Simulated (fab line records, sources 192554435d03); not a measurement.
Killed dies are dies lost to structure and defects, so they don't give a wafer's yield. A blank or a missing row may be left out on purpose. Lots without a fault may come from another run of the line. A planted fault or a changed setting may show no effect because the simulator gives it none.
fab line records | flow n5_finfet
record lots=6 wafers=18 last_day=16
route steps=1938 shown BEOL_M4@1052
lots that met no fault: from a run of the same line without faults
start_h: hours from the record's first day to the start of the lot's first wafer shown | wait_h: hours since the lot's step before | " the same as in the row above | L1.1+2: a row that stands for several wafers | - no value, or no start given | * or withheld: withheld | < > ~ a bound
route shown NAME@n: a module of which the file shows steps, and the number in the route of the first | usual: mean/standard deviation of fault-free wafers | same: alike in all rows | chamber/n: place in a boat | sites: the reading at each site | _std_site: their standard deviation | _edge_site: outer sites' mean less inner sites' | radius_mm: how far each site lies from the wafer's centre | mask NAME#n: copy n | behind: the tool/chamber that last shaped the wafer | hold: why the lot was held/for how many hours/how that ended | device: the transistor (n, p or np) that didn't switch | end of line: the same wafers' tests at the end of the route | a step without rows: its recipe alone | killed: dies lost to structure and defects at the first sort, not the wafer's yield | map: a wafer's dies, x killed, . not, _ none there
set.NAME: the setting as run; set.NAME@STEP: as run at that earlier step | model.NAME: the simulator's own value behind a step, which no gauge read
lots at some steps of the route; a table a step, a row a wafer
services: from which hour (start_h, from the record's first day; less than 0 if before it) a tool's chamber was out of use, for how many hours, and why
## steps
# step N5_BEOL_M4_SOFTBAKE_23
# recipe temp_c=110 time_s=60 resist=CAR-EUV
# step N5_BEOL_M4_EXPOSE_25
# recipe mask_id=V3 na=0.33 source_shape=quasar sigma_inner=0.2 sigma_outer=0.8 polarization=unpolarized defocus_nm=5 dose_mj=63
# step N5_BEOL_M4_PEB_26
# recipe peb_temp_c=100 peb_time_s=60 resist=CAR-EUV
# step N5_BEOL_M4_DEVELOP_27
# recipe develop_time_s=30 developer=TMAH resist=CAR-EUV rinse_liquid=surfactant_rinse dry=air_spin dev_temp_c=23
# step N5_BEOL_M4_CD_MEAS_28
# recipe target_cd_nm=26.2 landing_energy_ev=500 detector=se_inlens target_cd_y_nm=24.1 polarity=opening
# usual cd_nm=26.20/0.25
# columns lot.wafer tool chamber start_h wait_h cd_nm
L305.2 cd_sem-02 0 196.07 - 26.56
L305.4 " 0 " " 26.45
L305.5 " 0 " " 26.63
L308.2 cd_sem-02 0 197.90 - 26.05
L308.3 " 0 " " 25.95
L308.5 " 0 " " 26.09
L315.1 cd_sem-03 0 245.03 - 26.10
L315.4 " 0 " " 26.06
L315.6 " 0 " " 26.55
L317.2 cd_sem-02 0 249.26 - 25.94
L317.4 " 0 " " 26.15
L317.5 " 0 " " 25.70
L318.1 cd_sem-03 0 260.02 - 25.67
L318.2 " 0 " " 26.28
L318.3 " 0 " " 25.75
L319.2 cd_sem-03 0 260.75 - 26.42
L319.3 " 0 " " 26.07
L319.5 " 0 " " 26.00
# step N5_BEOL_M4_OVL_MEAS_29
# recipe points_per_wafer=522
# usual V3_OVL=0.3/0.71
# columns lot.wafer tool chamber start_h wait_h V3_OVL[nm]
L305.2 overlay-01 0 196.10 0.0 0.0
L305.4 " 0 " " -0.1
L305.5 " 0 " " 1.6
L308.2 overlay-01 0 197.93 0.0 0.2
L308.3 " 0 " " 1.0
L308.5 " 0 " " -0.3
L315.1 overlay-02 0 245.06 0.0 -0.2
L315.4 " 0 " " -0.8
L315.6 " 0 " " 0.0
L317.2 overlay-02 0 249.29 0.0 1.0
L317.4 " 0 " " 0.7
L317.5 " 0 " " 0.7
L318.1 overlay-01 0 260.05 0.0 0.3
L318.2 " 0 " " 0.5
L318.3 " 0 " " 0.8
L319.2 overlay-02 0 260.78 0.0 -0.5
L319.3 " 0 " " 0.4
L319.5 " 0 " " 0.6
# step N5_BEOL_M4_INSPECT_30
# recipe mode=adi inspect_instrument=brightfield
# usual raw_defect_count=432/110
# columns lot.wafer tool chamber start_h wait_h raw_defect_count
L305.2 defect_inspect-02 - 196.15 0.0 673
L305.4 " - " " 425
L305.5 " - " " 482
L308.2 defect_inspect-01 - 197.98 0.0 414
L308.3 " - " " 326
L308.5 " - " " 400
L315.1 defect_inspect-02 - 245.12 0.1 452
L315.4 " - " " 304
L315.6 " - " " 509
L317.2 defect_inspect-01 - 249.35 0.0 424
L317.4 " - " " 474
L317.5 " - " " 400
L318.1 defect_inspect-02 - 260.11 0.1 340
L318.2 " - " " 312
L318.3 " - " " 298
L319.2 defect_inspect-02 - 260.83 0.0 800
L319.3 " - " " 459
L319.5 " - " " 592
# step N5_BEOL_M4_DESCUM_33
# recipe chemistry=O2 time_s=7 source_power_w=50 bias_power_w=20 pressure_mtorr=20 rf_frequency_hz=2.712e+07 temp_c=40 resist=CAR-EUV o2_flow_sccm=225
# usual drypump_motor_current_A=5.9/0.45 oes_product_au=0.82/0.073 rf_vpp_V=243.0/1.3 showerhead_plenum_p_Torr=2.08/0.071 throttle_valve_pct=20.43/0.19
# same time_s=7
# columns lot.wafer tool chamber start_h wait_h drypump_motor_current_A oes_product_au rf_hours_counter_h rf_vpp_V showerhead_plenum_p_Torr throttle_valve_pct
L305.2 rie_diel-06 2 197.99 1.8 6.0 0.71 166 242.4 2.00 20.29
L305.4 " 1 " " 5.7 0.74 149 244.9 2.19 20.84
L305.5 " 3 " " 4.9 0.80 - 242.3 2.10 20.50
L308.2 rie_diel-04 2 199.73 1.7 5.9 0.82 79 241.5 2.03 20.51
L308.3 " 3 " " 6.0 0.84 68 245.7 2.21 20.33
L308.5 " 1 " " 6.0 0.94 - 242.3 2.05 20.33
L315.1 rie_diel-04 1 245.16 0.0 5.9 0.90 27 242.8 2.04 20.36
L315.4 " 0 " " 6.6 0.94 14 242.5 2.06 20.34
L315.6 " 0 " " 6.6 0.94 - 242.4 2.06 20.32
L317.2 rie_diel-04 3 249.38 0.0 6.0 0.81 86 245.4 2.21 20.37
L317.4 " 0 " " 6.5 0.92 16 241.4 2.06 20.33
L317.5 " 2 " " 5.8 0.80 - 241.5 2.03 20.53
L318.1 rie_diel-04 0 260.14 0.0 6.5 0.92 20 241.8 2.06 20.33
L318.2 " 1 " " 6.0 0.89 34 240.8 2.04 20.36
L318.3 " 3 " " 6.0 0.80 90 245.5 2.21 20.36
L319.2 rie_diel-02 0 260.87 0.0 5.3 0.85 54 242.5 2.04 20.03
L319.3 " 1 " " 5.5 0.68 239 244.8 2.15 20.69
L319.5 " 2 " " 6.5 0.80 - 243.0 2.10 20.55
# step N5_BEOL_M4_ETCH_77
# recipe chemistry=N2/H2 target=underlayer target_depth_a=65 mask_material=CAR-EUV time_s=5.2 ion_energy_ev=200 pressure_mtorr=30 source_w=840 bias_w=150 n2_flow_sccm=200 h2_flow_sccm=200 ends=cleared
# usual drypump_motor_current_A=5.9/0.45 etch_rf_on_time_s=5.16/0.083 h2_flow_sccm=200.0/0.62 oes_product_au=0.70/0.064 rf_vpp_V=523.5/2.7 showerhead_plenum_p_Torr=2.53/0.086 throttle_valve_pct=17.85/0.21
# columns lot.wafer tool chamber start_h wait_h drypump_motor_current_A etch_rf_on_time_s h2_flow_sccm oes_product_au rf_hours_counter_h rf_vpp_V showerhead_plenum_p_Torr throttle_valve_pct
L305.2 rie_diel-06 2 198.03 0.0 5.9 5.25 199.2 0.62 166 521.8 2.43 17.71
L305.4 " 1 " " 5.7 5.19 199.1 0.64 149 526.5 2.65 18.25
L305.5 " 3 " " 4.9 5.11 198.8 0.69 - 522.8 2.57 18.08
L308.2 rie_diel-04 2 199.76 0.0 5.8 5.15 200.4 0.70 79 523.1 2.47 17.93
L308.3 " 3 " " 6.0 5.12 200.0 0.71 68 528.3 2.69 17.72
L308.5 " 1 " " 6.0 5.11 199.6 0.81 - 523.3 2.50 17.71
L315.1 rie_diel-04 1 245.19 0.0 6.0 5.06 201.1 0.78 27 523.6 2.49 17.76
L315.4 " 0 " " 6.5 5.04 200.5 0.80 14 524.1 2.49 17.55
L315.6 " 0 " " 6.5 4.99 200.8 0.79 - 523.8 2.49 17.58
L317.2 rie_diel-04 3 249.42 0.0 6.0 5.18 199.7 0.69 86 529.0 2.68 17.78
L317.4 " 0 " " 6.5 5.03 199.4 0.79 16 523.4 2.49 17.55
L317.5 " 2 " " 5.9 5.13 199.9 0.69 - 521.8 2.46 17.96
L318.1 rie_diel-04 0 260.18 0.0 6.5 5.02 200.0 0.79 20 523.3 2.48 17.56
L318.2 " 1 " " 5.9 5.06 199.4 0.77 34 520.1 2.49 17.77
L318.3 " 3 " " 6.0 5.12 200.2 0.68 90 526.3 2.68 17.79
L319.2 rie_diel-02 0 260.90 0.0 5.3 5.13 200.9 0.72 54 520.8 2.48 17.56
L319.3 " 1 " " 5.5 5.27 198.8 0.59 239 525.9 2.62 18.20
L319.5 " 2 " " 6.5 5.17 199.5 0.68 - 524.0 2.56 18.00
# step N5_BEOL_M4_ETCH_69
# recipe chemistry=CF4 target=SiARC target_depth_a=156 mask_material=CAR-EUV time_s=26 ion_energy_ev=80 pressure_mtorr=40 source_w=545 bias_w=36 Ar_flow_sccm=100 cf4_flow_sccm=100 ends=cleared
# usual drypump_motor_current_A=5.9/0.45 etch_rf_on_time_s=25.8/0.35 oes_product_au=0.70/0.064 rf_vpp_V=184.0/1.2 showerhead_plenum_p_Torr=2.13/0.069 throttle_valve_pct=15.57/0.19
# columns lot.wafer tool chamber start_h wait_h drypump_motor_current_A etch_rf_on_time_s oes_product_au rf_hours_counter_h rf_vpp_V showerhead_plenum_p_Torr throttle_valve_pct
L305.2 rie_diel-06 2 198.04 0.0 5.9 25.9 0.62 166 181.8 2.05 15.51
L305.4 " 1 " " 5.7 25.9 0.63 149 183.4 2.22 15.94
L305.5 " 3 " " 4.9 25.3 0.68 - 184.9 2.16 15.65
L308.2 rie_diel-04 2 199.78 0.0 5.9 26.0 0.70 79 183.4 2.08 15.58
L308.3 " 3 " " 6.0 25.8 0.71 68 184.9 2.26 15.50
L308.5 " 1 " " 6.0 25.8 0.81 - 184.9 2.10 15.45
L315.1 rie_diel-04 1 245.21 0.0 5.9 25.7 0.77 27 184.9 2.09 15.47
L315.4 " 0 " " 6.5 25.3 0.80 14 184.6 2.11 15.42
L315.6 " 0 " " 6.5 25.3 0.79 - 184.2 2.11 15.41
L317.2 rie_diel-04 3 249.43 0.0 6.0 25.8 0.69 86 186.9 2.25 15.53
L317.4 " 0 " " 6.5 25.0 0.80 16 183.5 2.11 15.40
L317.5 " 2 " " 5.8 25.7 0.68 - 182.6 2.07 15.63
L318.1 rie_diel-04 0 260.19 0.0 6.5 25.0 0.79 20 185.4 2.11 15.43
L318.2 " 1 " " 5.9 25.4 0.77 34 183.9 2.09 15.48
L318.3 " 3 " " 6.0 25.9 0.69 90 184.5 2.25 15.51
L319.2 rie_diel-02 0 260.92 0.0 5.3 25.8 0.72 54 183.1 2.08 15.12
L319.3 " 1 " " 5.5 26.1 0.59 239 184.1 2.20 15.91
L319.5 " 2 " " 6.5 25.9 0.68 - 183.2 2.15 15.75
# step N5_BEOL_M4_ALD_98
# recipe material=SiO2 target_thk_a=25 temp_c=100 ald_precursor_family=BDEAS ald_co_reactant=O2-plasma pulse_time_s=1 co_reactant_pulse_time_s=1 purge_time_s=2 co_reactant_purge_time_s=2 ald_cycles=17 pressure_torr=2
# usual heater_power_w=72/8.2 precursor_pulse_height_rel=1.001/0.018
# columns lot.wafer tool chamber start_h wait_h heater_power_w precursor_pulse_height_rel
L305.2 ald_sin-03 3 198.61 0.5 63 1.016
L305.4 " 2 " " 61 0.986
L305.5 " 2 " " 61 0.998
L308.2 ald_sin-01 1 199.86 0.1 85 0.956
L308.3 " 0 " " 65 1.002
L308.5 " 3 " " 65 0.996
L315.1 ald_sin-03 2 245.29 0.1 61 1.019
L315.4 " 1 " " 74 0.996
L315.6 " 2 " " 59 0.972
L317.2 ald_sin-01 0 249.51 0.1 62 1.012
L317.4 " 2 " " 80 1.004
L317.5 " 0 " " 63 0.999
L318.1 ald_sin-02 3 260.28 0.1 71 1.032
L318.2 " 1 " " 70 1.024
L318.3 " 2 " " 81 0.965
L319.2 ald_sin-02 3 261.00 0.1 73 1.009
L319.3 " 1 " " 69 1.009
L319.5 " 3 " " 73 1.001
# step N5_BEOL_M4_ETCHBACK_99
# recipe chemistry=CHF3 target=SiO2 target_depth_a=50 time_s=10.4 source_w=215 bias_w=47 Ar_flow_sccm=200 CHF3_flow_sccm=12 ion_energy_ev=100 pressure_mtorr=30
# usual drypump_motor_current_A=5.8/0.56 oes_ar_750_au=0.79/0.082 oes_product_au=0.79/0.087 rf_vpp_V=241.8/2.2 showerhead_plenum_p_Torr=2.14/0.067 throttle_valve_pct=17.07/0.27
# same time_s=10.4
# columns lot.wafer tool chamber start_h wait_h drypump_motor_current_A oes_ar_750_au oes_product_au rf_hours_counter_h rf_vpp_V showerhead_plenum_p_Torr throttle_valve_pct
L305.2 rie_diel-04 3 198.80 0.1 6.0 0.82 0.84 67 245.8 2.27 16.93
L305.4 " 1 " " 5.9 0.94 0.95 - 239.8 2.11 16.92
L305.5 " 2 " " 5.8 0.81 0.82 - 242.7 2.09 17.10
L308.2 rie_diel-06 1 201.14 1.2 5.7 0.74 0.73 150 244.3 2.24 17.41
L308.3 " 0 " " 6.8 0.77 0.77 117 242.5 2.06 16.74
L308.5 " 3 " " 4.9 0.78 0.79 - 244.9 2.17 17.12
L315.1 rie_diel-06 0 247.33 2.0 6.8 0.75 0.76 134 239.9 2.06 16.77
L315.4 " 2 " " 5.9 0.71 0.71 182 241.3 2.06 16.99
L315.6 " 1 " " 5.7 0.73 0.72 - 242.1 2.23 17.44
L317.2 rie_diel-04 1 251.52 2.0 5.9 0.90 0.91 30 239.3 2.10 16.94
L317.4 " 2 " " 5.8 0.79 0.80 98 242.7 2.08 17.12
L317.5 " 1 " " 5.9 0.90 0.90 - 238.9 2.10 16.96
L318.1 rie_diel-06 2 263.44 3.1 5.9 0.70 0.70 187 243.2 2.05 17.00
L318.2 " 1 " " 5.7 0.72 0.73 171 242.8 2.23 17.45
L318.3 " 0 " " 6.8 0.74 0.75 140 241.4 2.06 16.78
L319.2 rie_diel-04 1 264.86 3.8 6.0 0.89 0.88 36 240.6 2.10 16.97
L319.3 " 3 " " 6.0 0.79 0.81 92 244.1 2.26 16.95
L319.5 " 1 " " 5.9 0.89 0.90 - 240.9 2.10 16.97
# step N5_BEOL_M4_ETCH_70
# recipe chemistry=N2/H2 target=SOC target_depth_a=800 overetch_a=240 mask_material=SiARC temp_c=40 time_s=130 ion_energy_ev=200 pressure_mtorr=30 source_w=840 bias_w=150 n2_flow_sccm=200 h2_flow_sccm=200
# usual drypump_motor_current_A=5.8/0.56 h2_flow_sccm=200.0/0.56 oes_product_au=0.58/0.059 rf_vpp_V=523.5/2.2 showerhead_plenum_p_Torr=2.53/0.08 throttle_valve_pct=17.86/0.29
# same time_s=130
# columns lot.wafer tool chamber start_h wait_h drypump_motor_current_A h2_flow_sccm oes_product_au rf_hours_counter_h rf_vpp_V showerhead_plenum_p_Torr throttle_valve_pct
L305.2 rie_diel-04 3 198.83 0.0 6.0 200.5 0.61 67 528.9 2.69 17.70
L305.4 " 1 " " 5.9 200.4 0.69 - 523.1 2.50 17.69
L305.5 " 2 " " 5.9 199.8 0.61 - 520.6 2.47 17.89
L308.2 rie_diel-06 1 201.18 0.0 5.7 201.0 0.54 150 528.8 2.65 18.24
L308.3 " 0 " " 6.8 199.3 0.57 117 521.9 2.45 17.52
L308.5 " 3 " " 4.9 200.6 0.58 - 523.9 2.57 18.03
L315.1 rie_diel-06 0 247.37 0.0 6.9 221.3 0.56 134 521.9 2.51 18.15
L315.4 " 2 " " 5.9 219.6 0.53 182 521.1 2.48 18.26
L315.6 " 1 " " 5.7 220.4 0.53 - 527.0 2.71 18.88
L317.2 rie_diel-04 1 251.56 0.0 5.9 199.5 0.66 30 522.4 2.49 17.71
L317.4 " 2 " " 5.9 199.9 0.59 98 520.7 2.46 17.91
L317.5 " 1 " " 5.9 200.6 0.66 - 523.3 2.49 17.70
L318.1 rie_diel-06 2 263.47 0.0 5.9 220.4 0.52 187 521.3 2.48 18.30
L318.2 " 1 " " 5.7 220.1 0.53 171 528.4 2.71 18.91
L318.3 " 0 " " 6.8 220.4 0.56 140 520.4 2.50 18.18
L319.2 rie_diel-04 1 264.90 0.0 6.0 200.3 0.64 36 522.4 2.49 17.72
L319.3 " 3 " " 6.0 200.4 0.60 92 528.3 2.68 17.75
L319.5 " 1 " " 5.9 199.4 0.65 - 523.5 2.49 17.71
# step N5_BEOL_M4_STRIP_71
# recipe chemistry=N2/H2 temp_c=40 n2_flow_sccm=200 h2_flow_sccm=200 rf_frequency_hz=6e+07
# step N5_BEOL_M4_RC_MEAS_101
# usual DIBL_N=36.3/1 DIBL_P=36.2/1.4 IOFF_N=0.157/0.021 IOFF_P=0.206/0.025 ION_N=673/9 ION_P=461/6.4 SS_N=71.5/0.5 SS_P=73.2/0.47 VT_N=249.9/2.4 VT_P=-250.6/2.9
# columns lot.wafer tool chamber start_h wait_h DIBL_N[mV/V] DIBL_P[mV/V] IOFF_N[nA/um] IOFF_P[nA/um] ION_N[uA/um] ION_P[uA/um] SS_N[mV/dec] SS_P[mV/dec] VT_N[mV] VT_P[mV]
L305.2 prober-01 0 203.38 0.2 36.1 37.2 0.145 0.207 681 467 71.0 72.4 250.6 -250.6
L305.4 " 0 " " 36.2 35.7 0.135 0.195 671 464 71.0 72.9 249.6 -250.6
L305.5 " 0 " " 35.5 35.3 0.130 0.185 672 462 71.1 72.8 251.0 -252.9
L308.2 prober-01 0 205.92 0.2 35.4 36.7 0.171 0.242 685 475 71.3 73.3 246.4 -247.5
L308.3 " 0 " " 35.2 36.4 0.175 0.233 681 466 71.3 73.0 248.7 -247.1
L308.5 " 0 " " 36.5 37.6 0.194 0.253 675 463 73.0 73.9 245.6 -245.2
L315.1 prober-01 0 251.80 0.0 36.8 35.5 0.187 0.244 677 463 71.0 73.3 247.5 -244.9
L315.4 " 0 " " 36.8 36.0 0.185 0.234 688 465 71.7 73.6 246.7 -245.9
L315.6 " 0 " " 38.6 38.3 0.231 0.281 700 475 72.1 73.8 243.9 -246.2
L317.2 prober-01 0 255.78 0.2 35.6 33.8 0.126 0.183 664 460 71.2 72.9 251.8 -251.5
L317.4 " 0 " " 35.0 33.9 0.120 0.179 667 457 70.8 73.3 252.0 -251.5
L317.5 " 0 " " 38.7 37.9 0.177 0.247 671 464 71.3 73.9 247.2 -248.3
L318.1 prober-02 0 268.33 0.0 35.8 37.4 0.156 0.204 668 457 71.8 73.7 249.6 -252.1
L318.2 " 0 " " 36.3 37.3 0.171 0.208 682 462 71.4 72.8 248.6 -249.7
L318.3 " 0 " " 36.2 36.7 0.161 0.196 676 461 71.2 72.6 249.1 -251.0
L319.2 prober-01 0 271.26 0.2 36.2 35.9 0.151 0.209 676 466 71.1 72.9 249.4 -249.9
L319.3 " 0 " " 36.5 36.0 0.153 0.212 676 463 71.5 72.7 250.3 -248.4
L319.5 " 0 " " 36.6 36.2 0.152 0.218 670 466 71.2 73.3 250.0 -247.1
## services
# columns tool chamber start_h hours kind
ald_sin-02 - 177.74 14.0 pm
ald_sin-02 0 177.74 14.0 vent_cycle
ald_sin-02 1 177.74 14.0 vent_cycle
ald_sin-02 2 177.74 14.0 vent_cycle
ald_sin-02 3 177.74 14.0 vent_cycle
rie_diel-02 - 187.98 14.6 pm
rie_diel-04 0 191.11 - clean
rie_diel-04 0 191.11 - consumable_replace:focus_ring
rie_diel-04 0 191.11 17.0 scheduled_down
rie_diel-04 0 191.11 17.0 vent_cycle
ald_sin-02 0 191.74 - clean
ald_sin-02 1 191.74 - clean
rie_diel-04 1 209.25 5.5 repair
ald_sin-02 2 229.60 3.7 repair
ald_sin-01 2 233.47 5.1 repair
rie_diel-04 0 234.06 1.5 repair
ald_sin-03 2 235.43 3.2 repair
ald_sin-01 1 237.89 16.2 repair
ald_sin-03 1 241.41 2.0 repair
rie_diel-02 3 252.44 - clean
rie_diel-02 3 252.44 - consumable_replace:focus_ring
rie_diel-02 3 252.44 23.4 scheduled_down
rie_diel-02 3 252.44 23.4 vent_cycle
ald_sin-01 3 263.68 17.2 repair
## key
first_sign step=N5_BEOL_M4_ETCH_70 reading=h2_flow_sccm direction=up sigmas=36 usual=200.0 struck=220.4
effect step=N5_BEOL_M4_ETCH_70 reading=throttle_valve_pct direction=up sigmas=2 usual=* struck=*
met_at N5_BEOL_M4_ETCH_70
struck_wafers L315.1,L315.4,L315.6,L318.1,L318.2,L318.3
onset_between 201.18 247.37
fault kind=process_parameter_drift tool=rie_diel-06 chamber=- onset_h=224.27 steps=N5_BEOL_M4_ETCH_70 channel=h2_flow_sccm offset=20 shape=step end_h=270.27 acts_in=these_recipes_only stated=200
